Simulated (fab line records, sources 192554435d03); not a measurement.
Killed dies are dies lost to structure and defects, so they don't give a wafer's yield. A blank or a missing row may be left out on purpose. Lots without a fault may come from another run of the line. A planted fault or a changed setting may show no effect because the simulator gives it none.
Split-lot experiment | flow n5_finfet | 7 lots, 39 wafers read, on a route of 1938 steps

THE SPLIT
At N5_SD_ACTIVATION_LSA_01 (time 0.0008 s), the setting temp_c was moved away from the recipe's 1080 C on 15 of the 39 wafers read, by -1.3% to +1.1%. The other wafers ran this setting at the recipe's value.

The file shows no step between the split and the reading.

THE READING
RS_SD_N, in ohm/sq, at N5_SD_ACTIVATION_RS_MEAS_03 (measures by four-point-probe). Fault-free wafers of this fab line usually give 21.86 ohm/sq, standard deviation 0.23 ohm/sq.

wafer  | tool, chamber at the split | temp_c as run, C | against the recipe | RS_SD_N, ohm/sq | against lot-mates on the recipe
L076.4 | laser_anneal-01, 0         | 1080             | recipe             | 22.10           | -
L076.5 | laser_anneal-01, 0         | 1080             | recipe             | 21.70           | -
L076.6 | laser_anneal-01, 0         | 1080             | recipe             | 22.01           | -
L078.1 | laser_anneal-02, 0         | 1092             | +1.1%              | 20.42           | -1.64
L078.2 | laser_anneal-02, 0         | 1092             | +1.1%              | 20.73           | -1.33
L078.3 | laser_anneal-02, 0         | 1080             | recipe             | 22.11           | -
L078.4 | laser_anneal-02, 0         | 1092             | +1.1%              | 20.76           | -1.30
L078.5 | laser_anneal-02, 0         | 1080             | recipe             | 21.99           | -
L078.6 | laser_anneal-02, 0         | 1080             | recipe             | 22.09           | -
L080.1 | laser_anneal-01, 0         | 1066             | -1.3%              | 23.17           | +1.24
L080.2 | laser_anneal-01, 0         | 1066             | -1.3%              | 23.77           | +1.84
L080.3 | laser_anneal-01, 0         | 1080             | recipe             | 22.28           | -
L080.4 | laser_anneal-01, 0         | 1066             | -1.3%              | 23.90           | +1.97
L080.5 | laser_anneal-01, 0         | 1080             | recipe             | 21.83           | -
L080.6 | laser_anneal-01, 0         | 1080             | recipe             | 21.68           | -
L084.1 | laser_anneal-01, 0         | 1080             | recipe             | 22.06           | -
L084.2 | laser_anneal-01, 0         | 1080             | recipe             | 21.81           | -
L084.3 | laser_anneal-01, 0         | 1080             | recipe             | 22.31           | -
L084.4 | laser_anneal-01, 0         | 1080             | recipe             | 22.13           | -
L084.5 | laser_anneal-01, 0         | 1080             | recipe             | 21.97           | -
L084.6 | laser_anneal-01, 0         | 1080             | recipe             | 22.12           | -
L089.1 | laser_anneal-02, 0         | 1067             | -1.2%              | 23.42           | +1.55
L089.2 | laser_anneal-02, 0         | 1080             | recipe             | 21.84           | -
L089.3 | laser_anneal-02, 0         | 1067             | -1.2%              | 23.67           | +1.80
L089.4 | laser_anneal-02, 0         | 1067             | -1.2%              | 23.30           | +1.43
L089.5 | laser_anneal-02, 0         | 1080             | recipe             | 21.95           | -
L089.6 | laser_anneal-02, 0         | 1080             | recipe             | 21.83           | -
L093.1 | laser_anneal-02, 0         | 1080             | recipe             | 21.84           | -
L093.2 | laser_anneal-02, 0         | 1068             | -1.1%              | 22.79           | +1.07
L093.3 | laser_anneal-02, 0         | 1068             | -1.1%              | 23.04           | +1.32
L093.4 | laser_anneal-02, 0         | 1068             | -1.1%              | 22.82           | +1.10
L093.5 | laser_anneal-02, 0         | 1080             | recipe             | 21.91           | -
L093.6 | laser_anneal-02, 0         | 1080             | recipe             | 21.40           | -
L097.1 | laser_anneal-02, 0         | 1090             | +0.9%              | 20.97           | -1.13
L097.2 | laser_anneal-02, 0         | 1090             | +0.9%              | 21.18           | -0.92
L097.3 | laser_anneal-02, 0         | 1080             | recipe             | 22.37           | -
L097.4 | laser_anneal-02, 0         | 1080             | recipe             | 21.79           | -
L097.5 | laser_anneal-02, 0         | 1080             | recipe             | 22.15           | -
L097.6 | laser_anneal-02, 0         | 1090             | +0.9%              | 20.91           | -1.19

THE FIT
A straight line over all 39 wafers: RS_SD_N changes by -1.13 ohm/sq for each +1% of temp_c; r = -0.96; the points scatter about the line by 0.24 ohm/sq.
The same after taking each lot's own level away (the mean of its wafers on the recipe; 39 wafers): -1.24 ohm/sq for each +1%; r = -0.98; scatter 0.2 ohm/sq.
On that fit, the largest move of temp_c shifts the reading by 1.6 ohm/sq.
The lots' own levels span 21.717 to 22.103 ohm/sq, that is 1.7 times the standard deviation above.
So the lot-to-lot level changes the slope little: the two slopes agree.
Check: with one of the wafers moved furthest among these (-1.3%) left out of the fit, the line predicts +1.64 ohm/sq for it against its lot-mates. It came out at +1.24 ohm/sq against them.
Tool readings at the split's step, against how far the setting was moved: wafer_temp_C_max r = +0.99.

OTHER SPLITS ON THESE WAFERS
These wafers also went through other splits before the reading. Each is held against what the fit with the lots' levels taken away leaves over:
other split on the same wafers | wafers away from the commonest value | r with RS_SD_N (lot level and that fit taken away)
N5_SD_EPI_N_ETCH_35 time_s     | 9                                    | +0.14
N5_SD_EPI_P_ETCH_37 source_w   | 15                                   | +0.12

THE WHOLE CHAIN: every reading that the file lists as answering this split, in the file's order
step                        | what it does                 | reading          | change (the file's fit)              | r (the file's)
N5_SD_ACTIVATION_LSA_01     | time 0.0008 s                | wafer_temp_C_max | withheld for each +1% of the setting | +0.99
N5_SD_ACTIVATION_RS_MEAS_03 | measures by four-point-probe | RS_SD_N          | -1.24 for each +1% of the setting    | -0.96

THE FILE'S OWN FIT
RS_SD_N changes by -1.24 ohm/sq for each +1% of temp_c, r = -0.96.
